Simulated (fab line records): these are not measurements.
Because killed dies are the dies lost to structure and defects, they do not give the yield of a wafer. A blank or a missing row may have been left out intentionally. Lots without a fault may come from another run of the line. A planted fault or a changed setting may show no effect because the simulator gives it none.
Chamber matching + flow n5-finfet + rie-diel-01 running N5_BEOL_M13_DESCUM_15: 4 sister chambers
The step chemistry O2, time 7.9 s. 27 wafers are shown with their chamber, then 12 later ones without.

== WAFERS PAIRED WITH THEIR CHAMBERS ==
| wafer  | chamber | drypump-motor-current-A (A) | showerhead-plenum-p-Torr (Torr) | throttle-valve-pct (%) |
|--------|---------|-----------------------------|---------------------------------|------------------------|
| L076.1 | 2       | 5.1                         | 2.03                            | 20.64                  |
| L076.2 | 1       | 6.4                         | 2.02                            | 20.09                  |
| L076.5 | 1       | 6.3                         | 2.02                            | 20.08                  |
| L075.2 | 1       | 6.4                         | 2.02                            | 20.08                  |
| L075.3 | 3       | 6.0                         | 2.09                            | 20.33                  |
| L075.4 | 1       | 6.3                         | 2.02                            | 20.08                  |
| L078.2 | 1       | 6.3                         | 2.01                            | 20.11                  |
| L078.3 | 3       | 6.0                         | 2.08                            | 20.34                  |
| L078.6 | 2       | 5.1                         | 2.03                            | 20.64                  |
| L079.1 | 0       | 6.1                         | 2.16                            | 20.46                  |
| L079.4 | 1       | 6.3                         | 2.01                            | 20.12                  |
| L079.5 | 0       | 6.1                         | 2.16                            | 20.46                  |
| L080.2 | 2       | 5.2                         | 2.03                            | 20.64                  |
| L080.3 | 0       | 6.1                         | 2.16                            | 20.48                  |
| L080.6 | 0       | 6.1                         | 2.16                            | 20.47                  |
| L081.1 | 1       | 6.3                         | 2.01                            | 20.12                  |
| L081.3 | 3       | 6.0                         | 2.08                            | 20.36                  |
| L081.6 | 2       | 5.2                         | 2.02                            | 20.65                  |
| L083.1 | 0       | 6.1                         | 2.16                            | 20.48                  |
| L083.2 | 2       | 5.1                         | 2.02                            | 20.65                  |
| L083.6 | 2       | 5.1                         | 2.02                            | 20.67                  |
| L084.2 | 2       | 5.1                         | 2.02                            | 20.67                  |
| L084.3 | 0       | 6.1                         | 2.16                            | 20.48                  |
| L084.6 | 1       | 6.4                         | 2.01                            | 20.11                  |
| L088.1 | 1       | 6.4                         | 2.01                            | 20.14                  |
| L088.4 | 2       | 5.1                         | 2.02                            | 20.65                  |
| L088.5 | 0       | 6.1                         | 2.16                            | 20.48                  |

SIGNATURES (means of the wafers above)
| reading                  | chamber 0 | chamber 1 | chamber 2 | chamber 3 | scatter within a chamber |
|--------------------------|-----------|-----------|-----------|-----------|--------------------------|
| drypump-motor-current-A  | 6.100     | 6.344     | 5.125     | 6.000     | 0.0402                   |
| showerhead-plenum-p-Torr | 2.1600    | 2.0144    | 2.0237    | 2.0833    | 0.00455                  |
| throttle-valve-pct       | 20.4729   | 20.1033   | 20.6513   | 20.3433   | 0.016                    |
Rule: distance of a wafer from a chamber = root of the sum over the readings of ((wafer's reading minus chamber's mean) / reading's scatter) squared. The wafer belongs to the nearest chamber; if the next one is less than 2 further off, it can't be placed. The scatter is the square root of a quotient: the sum, over the shown wafers, of each reading's squared deviation from its chamber's mean, divided by wafers minus chambers.

== WAFERS WITH NO CHAMBER GIVEN ==
| wafer  | drypump-motor-current-A (A) | showerhead-plenum-p-Torr (Torr) | throttle-valve-pct (%) |
|--------|-----------------------------|---------------------------------|------------------------|
| L094.1 | 6.3                         | 2.00                            | 20.15                  |
| L094.2 | 5.2                         | 2.02                            | 20.67                  |
| L094.4 | 6.1                         | 2.15                            | 20.51                  |
| L093.1 | 5.1                         | 2.02                            | 20.67                  |
| L093.2 | 6.0                         | 2.15                            | 20.51                  |
| L093.5 | 6.0                         | 2.07                            | 20.39                  |
| L095.1 | 6.3                         | 2.00                            | 20.15                  |
| L095.3 | 6.1                         | 2.15                            | 20.50                  |
| L095.6 | 6.1                         | 2.15                            | 20.51                  |
| L096.2 | 6.1                         | 2.15                            | 20.51                  |
| L096.5 | 6.0                         | 2.07                            | 20.39                  |
| L096.6 | 5.2                         | 2.02                            | 20.68                  |

== WHICH CHAMBER EACH WENT THROUGH ==
| wafer  | from the rows above | in truth |
|--------|---------------------|----------|
| L094.1 | 1                   | 1        |
| L094.2 | 2                   | 2        |
| L094.4 | 0                   | 0        |
| L093.1 | 2                   | 2        |
| L093.2 | 0                   | 0        |
| L093.5 | 3                   | 3        |
| L095.1 | 1                   | 1        |
| L095.3 | 0                   | 0        |
| L095.6 | 0                   | 0        |
| L096.2 | 0                   | 0        |
| L096.5 | 3                   | 3        |
| L096.6 | 2                   | 2        |
Placed correctly: 12 of 12. Left unplaced by these rows: 0. Placed wrongly: 0.
